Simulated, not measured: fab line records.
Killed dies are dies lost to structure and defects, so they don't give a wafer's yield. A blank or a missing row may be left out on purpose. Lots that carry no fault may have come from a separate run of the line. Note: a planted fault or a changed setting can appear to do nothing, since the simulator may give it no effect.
Which tool is to blame? -- flow nand_harc -- 6 lots, 18 wafers sampled, at 4 steps of a route of 1302

WHAT THE GAUGES READ, wafer by wafer
NHARC_A_ZERO_WELL_INSPECT_17.
lot,measured,on,raw_defect_count
L368,day 7 17:11,defect_inspect-01,5 3 13
L370,day 8 14:16,defect_inspect-01,10 13 19
L372,day 9 06:00,defect_inspect-02,7 14 13
L379,day 12 20:43,defect_inspect-01,4 7 8
L385,day 14 20:06,defect_inspect-02,20 7 4
L389,day 16 14:02,defect_inspect-02,8 8 8

WHICH TOOL RAN EACH LOT (tool, then ch and the chambers of the sampled wafers, then the start)
lot,NHARC_P_BONDPAD_DESCUM_11,NHARC_P_BONDPAD_CMP_19,NHARC_A_ZERO_WELL_EXPOSE_07
L368,"rie_diel-11 ch 0,1, day 7 11:50","cmp-01 ch 1,3, day 7 13:51","krf_scanner-02 ch 0, day 7 15:35"
L370,"rie_diel-09 ch 0,1, day 8 08:31","cmp-03 ch 0,2, day 8 10:57","krf_scanner-02 ch 0, day 8 12:39"
L372,"rie_diel-11 ch 0,1, day 9 00:41","cmp-04 ch 0,1,2, day 9 02:46","krf_scanner-03 ch 0, day 9 04:23"
L379,"rie_diel-11 ch 1,3, day 12 15:17","cmp-03 ch 0,3, day 12 17:23","krf_scanner-04 ch 0, day 12 19:04"
L385,"rie_diel-11 ch 0,2, day 14 14:47","cmp-04 ch 0,1,2, day 14 16:49","krf_scanner-02 ch 0, day 14 18:30"
L389,"rie_diel-11 ch 0,2, day 16 08:32","cmp-04 ch 0,2, day 16 10:38","krf_scanner-03 ch 0, day 16 12:20"
- NHARC_P_BONDPAD_DESCUM_11: chemistry O2, time 3 s.
- NHARC_P_BONDPAD_CMP_19: polishes, t overpolish 30 s, cu recess touch 16 s, target thk 160.81 nm.
- NHARC_A_ZERO_WELL_EXPOSE_07: exposes mask A ZERO.

THE ANSWER, worked out from the rows above alone
Rule: the usual values come from the lots themselves. Put in order of their means at a reading, lots are off if they are a third of the lots or fewer, leave a main group of 4 or more, and stand apart from it by a gap of 3 or more times the standard deviation of the main group's means; of several such gaps the widest counts. A main group is skipped when, at the precision printed for the reading in the tables above, its means are all equal. Also off: a lot with no number at a reading for which 4 or more lots have one. Where the step has rows for the other lots, those lots are counted as sound.
None of the lots is off at any reading shown; this tells nothing.

WHAT HAD BEEN PUT IN BY THE SIMULATOR
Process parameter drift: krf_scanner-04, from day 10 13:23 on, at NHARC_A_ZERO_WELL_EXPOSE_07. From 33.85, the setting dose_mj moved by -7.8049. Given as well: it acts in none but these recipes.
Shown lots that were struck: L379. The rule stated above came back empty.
